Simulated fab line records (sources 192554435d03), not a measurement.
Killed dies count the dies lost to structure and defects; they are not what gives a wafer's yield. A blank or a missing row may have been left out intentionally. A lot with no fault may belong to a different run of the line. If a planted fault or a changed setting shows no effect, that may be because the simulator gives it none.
A lot that was struck, set against a sound lot || flow n5_finfet || 16 steps out of a route of 1938
Sound: the wafers L918.1, L918.3, L918.6. Struck: wafers L922.1, L922.6 (left out: L922.5, a lot-mate that was not struck); the cause follows at the end.
Per side, at each step with rows, come the tool, then ch with its chambers, and then its first start. Under that, the readings that differ: sound wafers || struck wafers || difference of the means || sigmas: that difference in standard deviations of wafers without a fault.
alike: readings whose means differ by less than 2 such deviations, and words and numbers that are the same on both sides. not compared: withheld readings, readings that some wafer has no value for, bounds like >300 that may hide the same value, and numbers for which the record gives no deviation and whose values overlap.
Wherever a step has rows on one side only, a row that says differs or no value, or a row with sigmas, the two part there. Numbers that don't overlap but have no deviation are shown without sigmas and don't part them. A reading missing from all wafers of one side parts the sides only when that side holds two or more wafers.

N5_BEOL_M3_ANNEAL_95: time 240 s.
  sound on pvd_sputter-02 at day 10 04:47; struck on pvd_sputter-02 at day 10 19:53
  alike: heater_power_w
N5_BEOL_M3_SPUTTER_96: material Cu, target thk 4.5 nm, time 8.29 s.
  sound on pvd_sputter-02 at day 10 04:55; struck on pvd_sputter-02 at day 10 20:02
  alike: throttle_valve_pct
then, 2 steps without rows for these wafers: N5_BEOL_M3_ECD_50 (material Cu, target thk 300 nm); N5_BEOL_M3_ANNEAL_51 (time 90 s).
N5_BEOL_M3_CMP_52: polishes, stops on SiOC, t overpolish 6.8 s, target thk 40 nm.
  sound on cmp-01 ch 1,2, day 10 05:52; struck on cmp-04 ch 0,2, day 10 20:38
  alike: barrier_field_endpoint_s, motor_current_A, overpolish_run_s, time_to_endpoint_s
N5_BEOL_M3_THK_MEAS_53: measures by xrf.
  sound on film_metro-01 at day 10 06:07; struck on film_metro-01 at day 10 20:50
  alike: M3_THK
then, 1 step without rows for these wafers: N5_BEOL_M3_PRE_CLEAN_60 (time 15 s).
N5_BEOL_M3_CO_CAP_55: material Co, precursor CCTBA/H2, target thk 2 nm, time 102.1 s.
  sound on cvd_co-02 ch 0,2, day 10 06:12; struck on cvd_co-01 ch 1, day 10 20:55
  alike: heater_power_w
then, 1 step without rows for these wafers: N5_BEOL_M3_PRE_CLEAN_56 (time 15 s).
N5_BEOL_M3_DEP_57: deposits SiCN from 3MS/NH3, target thk 8 nm, time 14 s.
  sound on pecvd-01 ch 0,1, day 10 06:20; struck on pecvd-01 ch 0,2, day 10 21:02
  alike: showerhead_plenum_p_Torr, showerhead_vpp_V, throttle_valve_pct
N5_BEOL_M3_RS_MEAS_58: a four-point-probe measurement.
  sound on film_metro-02 at day 10 06:25; struck on film_metro-02 at day 10 21:08
  alike: M3_RS
N5_BEOL_M3_INSPECT_59: inspects for defects (darkfield).
  sound on defect_inspect-01 at day 10 06:26; struck on defect_inspect-01 at day 10 21:09
  alike: raw_defect_count
N5_BEOL_M4_ILD_DEP_00: deposits SiOC from DEMS/O2, target thk 79 nm, time 15.3 s.
  sound on pecvd-02 ch 1,2, day 10 06:28; struck on pecvd-02 ch 0, day 10 21:11
{"reading": "susceptor_temp_C (C)", "sound": "350.04 349.85 349.93", "struck": "346.45 345.97", "difference": -3.73, "sigmas": -17}
  alike: heater_power_w, showerhead_plenum_p_Torr, showerhead_vpp_V, throttle_valve_pct
N5_BEOL_M4_THK_MEAS_01:
  sound on film_metro-01 at day 10 06:32; struck on film_metro-02 at day 10 21:16
{"reading": "M4_ILD_THK (nm)", "sound": "79.1 77.3 78.3", "struck": "80.5 82.7", "difference": "+3.4", "sigmas": "+3"}
N5_BEOL_M4_RC_MEAS_101:
  sound on prober-01 ch 0, day 10 14:25; struck on prober-01 ch 0, day 11 12:41
  alike: DIBL_N, DIBL_P, IOFF_N, IOFF_P, ION_N, ION_P, SS_N, SS_P, VT_N, VT_P
N5_PASSIVATION_PROBE_49:
  rows exist in the record for the sound wafers here (prober-01, day 15 06:37), none for the struck ones

== WHERE THEY PART ==
Earliest at N5_BEOL_M4_ILD_DEP_00; latest, in this record, at N5_PASSIVATION_PROBE_49.

WHY: what the simulator had put in
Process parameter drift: pecvd-02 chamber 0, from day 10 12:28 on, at N5_BEOL_M4_ILD_DEP_00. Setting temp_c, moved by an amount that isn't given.
